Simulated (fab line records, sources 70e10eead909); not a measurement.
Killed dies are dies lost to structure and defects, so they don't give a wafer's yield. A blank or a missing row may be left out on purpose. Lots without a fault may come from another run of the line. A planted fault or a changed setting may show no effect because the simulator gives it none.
fab line records | flow nand_harc
record lots=11 wafers=33 last_day=25
route steps=1159 shown P_ZERO_WELL@14 P_STI@80
lots that met no fault: from a run of the same line without faults
start_h: hours from the record's first day to the start of the lot's first wafer shown | wait_h: hours since the lot's step before | " the same as in the row above | L1.1+2: a row that stands for several wafers | - no value, or no start given | * or withheld: withheld | < > ~ a bound
route shown NAME@n: a module of which the file shows steps, and the number in the route of the first | usual: mean/standard deviation of fault-free wafers | same: alike in all rows | chamber/n: place in a boat | sites: the reading at each site | _std_site: their standard deviation | _edge_site: outer sites' mean less inner sites' | radius_mm: how far each site lies from the wafer's centre | mask NAME#n: copy n | behind: the tool/chamber that last shaped the wafer | hold: why the lot was held/for how many hours/how that ended | device: the transistor (n, p or np) that didn't switch | end of line: the same wafers' tests at the end of the route | a step without rows: its recipe alone | killed: dies lost to structure and defects at the first sort, not the wafer's yield | map: a wafer's dies, x killed, . not, _ none there
set.NAME: the setting as run; set.NAME@STEP: as run at that earlier step | model.NAME: the simulator's own value behind a step, which no gauge read
steps of the route over a sample of lots; a table a step, a row a wafer
services: from which hour (start_h, from the record's first day; less than 0 if before it) a tool's chamber was out of use, for how many hours, and why
## steps
# step NHARC_P_ZERO_WELL_CD_MEAS_11
# recipe target_cd_nm=500 landing_energy_ev=500
# usual cd_nm=499.7/1.9
# columns lot.wafer tool chamber start_h wait_h cd_nm
L614.2 cd_sem-03 0 13.12 - 500.6
L614.3 " 0 " " 502.2
L614.4 " 0 " " 499.4
L615.1 cd_sem-01 0 19.11 - 500.3
L615.3 " 0 " " 498.2
L615.4 " 0 " " 497.5
L616.1 cd_sem-01 0 25.27 - 498.8
L616.3 " 0 " " 500.0
L616.6 " 0 " " 500.3
L617.1 cd_sem-01 0 31.24 - 500.1
L617.3 " 0 " " 501.2
L617.5 " 0 " " 498.0
L620.2 cd_sem-03 0 49.13 - 498.9
L620.5 " 0 " " 495.5
L620.6 " 0 " " 500.9
L627.2 cd_sem-01 0 91.12 - 499.5
L627.3 " 0 " " 499.3
L627.4 " 0 " " 498.0
L630.1 cd_sem-02 0 109.11 - 499.5
L630.3 " 0 " " 496.1
L630.4 " 0 " " 501.2
L632.1 cd_sem-02 0 121.17 - 501.5
L632.2 " 0 " " 499.4
L632.5 " 0 " " 500.9
L635.2 cd_sem-02 0 139.26 - 501.9
L635.4 " 0 " " 497.2
L635.6 " 0 " " 500.4
L636.1 cd_sem-02 0 145.12 - 502.5
L636.3 " 0 " " 498.9
L636.5 " 0 " " 498.4
L637.2 cd_sem-03 0 151.11 - 496.8
L637.3 " 0 " " 500.6
L637.4 " 0 " " 503.2
# step NHARC_P_ZERO_WELL_ETCH_65
# recipe target_depth_a=800 overetch_a=240 time_s=87.88 ion_energy_ev=200 n2_flow_sccm=150 h2_flow_sccm=150 ar_flow_sccm=0 rf_w=400 bias_w=150 chemistry=N2/H2
# usual drypump_motor_current_A=5.6/0.55 oes_product_au=1.003/0.011 rf_vpp_V=432/3.2 showerhead_plenum_p_Torr=2.09/0.11 throttle_valve_pct=14.172/0.0081
# columns lot.wafer tool chamber start_h wait_h drypump_motor_current_A oes_product_au rf_hours_counter_h rf_vpp_V showerhead_plenum_p_Torr throttle_valve_pct
L614.2 rie_diel-08 1 13.36 0.1 5.7 1.020 2.6 432 2.11 14.169
L614.4 " 2 " " 6.4 1.002 3.1 432 2.12 14.163
L614.3 " 3 " " 5.3 1.002 3.7 435 2.19 14.171
L615.1 rie_diel-08 1 19.36 0.1 5.7 1.015 3.0 432 2.11 14.173
L615.4 " 2 " " 6.4 1.003 3.4 432 2.12 14.181
L615.3 " 3 " " 5.3 1.007 4.0 434 2.19 14.184
L616.1 rie_diel-10 0 25.52 0.1 5.2 1.004 0.5 427 1.91 14.163
L616.3 " 2 " " 4.9 1.011 1.4 425 1.90 14.183
L616.6 " 3 " " 6.0 1.018 - 432 2.03 14.176
L617.1 rie_diel-10 0 31.62 0.2 5.3 0.990 1.6 427 1.91 14.171
L617.3 " 1 " " 5.4 1.003 2.4 433 2.10 14.177
L617.5 " 3 " " 6.0 1.011 - 430 2.03 14.176
L620.2 rie_diel-08 1 49.40 0.1 5.7 1.017 5.2 433 2.11 14.177
L620.6 " 3 " " 5.3 0.997 - 435 2.19 14.179
L620.5 " 0 " " 4.8 0.991 - 435 2.18 14.170
L627.3 rie_diel-10 2 91.36 0.1 4.9 0.999 7.4 426 1.90 14.181
L627.4 " 3 " " 6.0 1.026 5.3 430 2.03 14.186
L627.2 " 0 " " 5.3 0.999 6.6 428 1.91 14.174
L630.3 rie_diel-12 3 109.35 0.1 6.0 0.989 3.4 427 1.90 14.172
L630.1 " 0 " " 6.4 0.974 5.4 434 2.20 14.174
L630.4 " 2 " " 5.4 1.001 5.2 435 2.21 14.160
L632.1 rie_diel-08 3 121.42 0.1 5.3 1.017 11.3 436 2.19 14.172
L632.2 " 1 " " 5.7 1.028 11.0 432 2.11 14.174
L632.5 " 0 " " 4.8 1.001 - 434 2.18 14.173
L635.4 rie_diel-10 0 139.51 0.1 5.3 1.006 9.3 427 1.91 14.177
L635.2 " 2 " " 4.9 0.999 10.1 428 1.90 14.161
L635.6 " 0 " " 5.2 1.008 - 427 1.90 14.181
L636.3 rie_diel-12 3 145.71 0.4 5.9 0.991 6.0 427 1.90 14.169
L636.1 " 1 " " 6.1 1.003 8.7 432 2.12 14.174
L636.5 " 3 " " 6.0 0.989 - 425 1.90 14.179
L637.4 rie_diel-10 2 151.35 0.1 4.9 1.004 11.1 425 1.89 14.175
L637.3 " 3 " " 6.0 1.018 9.2 430 2.02 14.185
L637.2 " 0 " " 5.2 0.997 10.1 427 1.91 14.165
# step NHARC_P_STI_EXPOSE_06
# recipe na=0.55 target_cd_nm=200 dose_mj=37.69 mask_id=P_STI
# usual focus_offset_nm=-0.1/0.54
# columns lot.wafer tool chamber start_h wait_h mask focus_offset_nm
L614.2 krf_scanner-03 0 34.95 - P_STI#0 -0.4
L614.3 " 0 " " P_STI#0 -0.7
L614.4 " 0 " " P_STI#0 -0.6
L615.1 krf_scanner-01 0 42.17 - P_STI#0 -0.2
L615.3 " 0 " " P_STI#0 0.1
L615.4 " 0 " " P_STI#0 -0.3
L616.1 krf_scanner-01 0 48.38 - P_STI#0 0.2
L616.3 " 0 " " P_STI#0 0.6
L616.6 " 0 " " P_STI#0 -0.3
L617.1 krf_scanner-03 0 53.59 - P_STI#0 -0.4
L617.3 " 0 " " P_STI#0 0.7
L617.5 " 0 " " P_STI#0 0.5
L620.2 krf_scanner-01 0 72.29 - P_STI#0 -0.3
L620.5 " 0 " " P_STI#0 -0.5
L620.6 " 0 " " P_STI#0 -0.3
L627.2 krf_scanner-01 0 112.35 - P_STI#0 -0.5
L627.3 " 0 " " P_STI#0 -0.1
L627.4 " 0 " " P_STI#0 -0.7
L630.1 krf_scanner-01 0 129.19 - P_STI#0 0.2
L630.3 " 0 " " P_STI#0 0.2
L630.4 " 0 " " P_STI#0 0.3
L632.1 krf_scanner-02 0 139.43 - P_STI#0 -0.6
L632.2 " 0 " " P_STI#0 0.1
L632.5 " 0 " " P_STI#0 -0.4
L635.2 krf_scanner-02 0 161.25 - P_STI#0 0.9
L635.4 " 0 " " P_STI#0 0.1
L635.6 " 0 " " P_STI#0 0.6
L636.1 krf_scanner-02 0 168.64 - P_STI#0 0.1
L636.3 " 0 " " P_STI#0 0.2
L636.5 " 0 " " P_STI#0 0.2
L637.2 krf_scanner-03 0 172.70 - P_STI#0 -0.8
L637.3 " 0 " " P_STI#0 0.2
L637.4 " 0 " " P_STI#0 -0.5
# step NHARC_P_STI_CD_MEAS_09
# recipe target_cd_nm=200 landing_energy_ev=500
# usual cd_nm=200.7/3
# columns lot.wafer tool chamber start_h wait_h cd_nm
L614.2 cd_sem-03 0 35.09 - 202.8
L614.3 " 0 " " 201.3
L614.4 " 0 " " 203.0
L615.1 cd_sem-02 0 42.33 - 205.2
L615.3 " 0 " " 204.1
L615.4 " 0 " " 204.8
L616.1 cd_sem-03 0 48.53 - 203.1
L616.3 " 0 " " 201.7
L616.6 " 0 " " 201.2
L617.1 cd_sem-01 0 53.74 - 202.0
L617.3 " 0 " " 200.6
L617.5 " 0 " " 205.2
L620.2 cd_sem-02 0 72.43 - 195.6
L620.5 " 0 " " 198.8
L620.6 " 0 " " 196.6
L627.2 cd_sem-03 0 112.50 - 200.4
L627.3 " 0 " " 187.0
L627.4 " 0 " " 198.1
L630.1 cd_sem-01 0 129.34 - 188.9
L630.3 " 0 " " 187.3
L630.4 " 0 " " 196.6
L632.1 cd_sem-03 0 139.58 - 202.8
L632.2 " 0 " " 205.0
L632.5 " 0 " " 203.0
L635.2 cd_sem-03 0 161.40 - 203.2
L635.4 " 0 " " 203.5
L635.6 " 0 " " 205.1
L636.1 cd_sem-01 0 168.79 - 201.9
L636.3 " 0 " " 203.2
L636.5 " 0 " " 198.7
L637.2 cd_sem-03 0 172.85 - 196.1
L637.3 " 0 " " 196.3
L637.4 " 0 " " 199.3
# step NHARC_P_STI_ETCH_42
# recipe target_depth_a=800 overetch_a=240 time_s=61 ion_energy_ev=200 n2_flow_sccm=150 h2_flow_sccm=150 ar_flow_sccm=0 rf_w=400 bias_w=150 chemistry=N2/H2
# usual drypump_motor_current_A=5.6/0.51 oes_product_au=1.004/0.014 rf_vpp_V=432.3/2.8 showerhead_plenum_p_Torr=2.10/0.097 throttle_valve_pct=14.171/0.0092
# columns lot.wafer tool chamber start_h wait_h drypump_motor_current_A oes_product_au rf_hours_counter_h rf_vpp_V showerhead_plenum_p_Torr throttle_valve_pct
L614.4 rie_diel-02 1 35.44 0.1 6.6 1.026 2 431.5 2.11 14.181
L614.3 " 2 " " 5.7 1.027 2 434.8 2.21 14.167
L614.2 " 3 " " 5.2 1.006 2 435.6 2.21 14.169
L615.4 rie_diel-02 2 42.68 0.1 5.7 1.017 2 434.3 2.21 14.176
L615.1 " 0 " " 5.1 0.991 2 429.0 1.96 14.187
L615.3 " 1 " " 6.7 1.026 2 432.2 2.11 14.178
L616.1 rie_diel-13 1 48.88 0.1 6.5 0.962 2 431.0 2.10 14.159
L616.3 " 3 " " 5.3 1.019 3 432.0 2.08 14.160
L616.6 " 2 " " 5.3 1.010 - 434.1 2.16 14.176
L617.1 rie_diel-04 3 54.09 0.1 5.0 0.990 9 430.2 2.02 14.181
L617.3 " 1 " " 6.1 1.024 8 433.8 2.15 14.171
L617.5 " 0 " " 5.6 1.013 - 435.8 2.20 14.187
L620.2 rie_diel-04 2 72.78 0.1 5.7 1.008 10 433.3 2.20 14.169
L620.6 " 2 " " 5.7 1.012 - 434.8 2.20 14.166
L620.5 " 3 " " 5.0 1.002 - 430.0 2.02 14.162
L627.3 rie_diel-13 0 112.84 0.1 5.3 1.010 0 426.0 1.91 14.165
L627.2 " 1 " " 6.5 0.984 0 432.1 2.10 14.169
L627.4 " 3 " " 5.3 1.011 0 431.7 2.08 14.161
L630.1 rie_diel-13 1 129.69 0.1 6.5 0.987 1 432.9 2.10 14.171
L630.3 " 2 " " 5.3 1.011 0 432.2 2.16 14.162
L630.4 " 0 " " 5.3 1.005 1 426.3 1.91 14.184
L632.2 rie_diel-13 0 139.93 0.1 5.3 1.021 1 427.9 1.91 14.175
L632.1 " 1 " " 6.4 1.016 1 431.9 2.10 14.179
L632.5 " 0 " " 5.3 1.019 - 428.0 1.91 14.173
L635.4 rie_diel-02 2 161.74 0.1 5.7 1.007 0 435.6 2.21 14.181
L635.2 " 3 " " 5.3 0.974 0 434.9 2.20 14.189
L635.6 " 2 " " 5.7 1.005 - 436.1 2.21 14.167
L636.3 rie_diel-02 2 169.16 0.1 5.7 1.019 0 434.3 2.21 14.166
L636.1 " 3 " " 5.3 0.981 0 435.6 2.20 14.183
L636.5 " 1 " " 6.6 1.001 - 432.4 2.11 14.172
L637.3 rie_diel-02 1 173.26 0.1 6.6 1.002 0 431.6 2.11 14.162
L637.2 " 2 " " 5.7 1.011 0 434.8 2.21 14.172
L637.4 " 3 " " 5.3 0.976 0 435.0 2.20 14.177
# step NHARC_P_STI_OCD_MEAS_17
# usual trench_depth_nm=297/5.5 trench_foot_cd_nm=159/3.1
# columns lot.wafer tool chamber start_h wait_h trench_depth_nm trench_foot_cd_nm
L614.2 ocd-01 - 35.88 0.1 304 160
L614.3 " - " " 297 160
L614.4 " - " " 287 163
L615.1 ocd-01 - 43.17 0.1 298 164
L615.3 " - " " 304 162
L615.4 " - " " 294 163
L616.1 ocd-01 - 49.32 0.1 300 161
L616.3 " - " " 295 161
L616.6 " - " " 298 159
L617.1 ocd-02 - 54.53 0.1 297 160
L617.3 " - " " 296 159
L617.5 " - " " 306 162
L620.2 ocd-01 - 73.22 0.1 298 153
L620.5 " - " " 295 158
L620.6 " - " " 296 156
L627.2 ocd-01 - 113.28 0.1 292 160
L627.3 " - " " 299 145
L627.4 " - " " 292 156
L630.1 ocd-01 - 130.12 0.1 297 147
L630.3 " - " " 284 147
L630.4 " - " " 291 156
L632.1 ocd-01 - 140.36 0.1 296 161
L632.2 " - " " 298 163
L632.5 " - " " 296 162
L635.2 ocd-01 - 162.19 0.1 299 162
L635.4 " - " " 299 162
L635.6 " - " " 301 164
L636.1 ocd-01 - 169.59 0.1 301 159
L636.3 " - " " 294 162
L636.5 " - " " 298 157
L637.2 ocd-01 - 173.72 0.1 297 155
L637.3 " - " " 298 155
L637.4 " - " " 298 158
## services
# columns tool chamber start_h hours kind
krf_scanner-03 - -3.98 4.0 pm
rie_diel-10 - -0.50 9.0 pm
rie_diel-08 2 3.98 5.5 repair
rie_diel-02 2 8.77 11.0 repair
rie_diel-12 - 25.40 9.0 pm
krf_scanner-01 - 35.97 2.0 repair
krf_scanner-02 - 38.40 4.0 pm
krf_scanner-02 - 52.80 0.1 repair
rie_diel-04 3 58.64 9.8 repair
krf_scanner-03 - 59.30 1.2 repair
rie_diel-13 3 62.97 6.3 repair
rie_diel-10 3 65.00 14.7 repair
krf_scanner-02 - 79.23 4.4 repair
rie_diel-12 3 81.02 12.4 repair
krf_scanner-01 - 84.00 4.0 pm
krf_scanner-02 - 84.14 0.8 repair
rie_diel-13 - 99.00 9.0 pm
rie_diel-04 3 108.76 5.7 repair
rie_diel-04 - 112.05 9.0 pm
rie_diel-08 - 124.86 9.0 pm
rie_diel-04 0 126.60 3.2 repair
krf_scanner-02 - 135.23 0.8 repair
rie_diel-02 - 150.70 9.0 pm
krf_scanner-03 - 168.02 4.0 pm
## key
first_sign step=NHARC_P_STI_CD_MEAS_09 reading=cd_nm direction=down sigmas=4.3 usual=200.7 struck=187.7
effect step=NHARC_P_STI_OCD_MEAS_17 reading=trench_foot_cd_nm direction=down sigmas=4.2 usual=159 struck=146
met_at NHARC_P_STI_EXPOSE_06
struck_lots L627,L630
struck_wafers L627.3,L630.1,L630.3
tester_left_out L627,L630
not_acting_at NHARC_P_ZERO_WELL_CD_MEAS_11,NHARC_P_ZERO_WELL_ETCH_65,NHARC_P_STI_ETCH_42
onset_between 72.29 112.35
fault kind=process_parameter_drift tool=krf_scanner-01 chamber=- onset_h=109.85 steps=NHARC_P_STI_EXPOSE_06 channel=focus_nm offset=281.35 shape=step end_h=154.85 scope=struck_wafers_only
# tester_left_out: of these lots the tester's yield and bins aren't shown, on N5 and GAA mostly nor the transistor test; their killed dies are dies lost to structure and defects alone, not to doping, threshold or leakage, so they don't give the yield
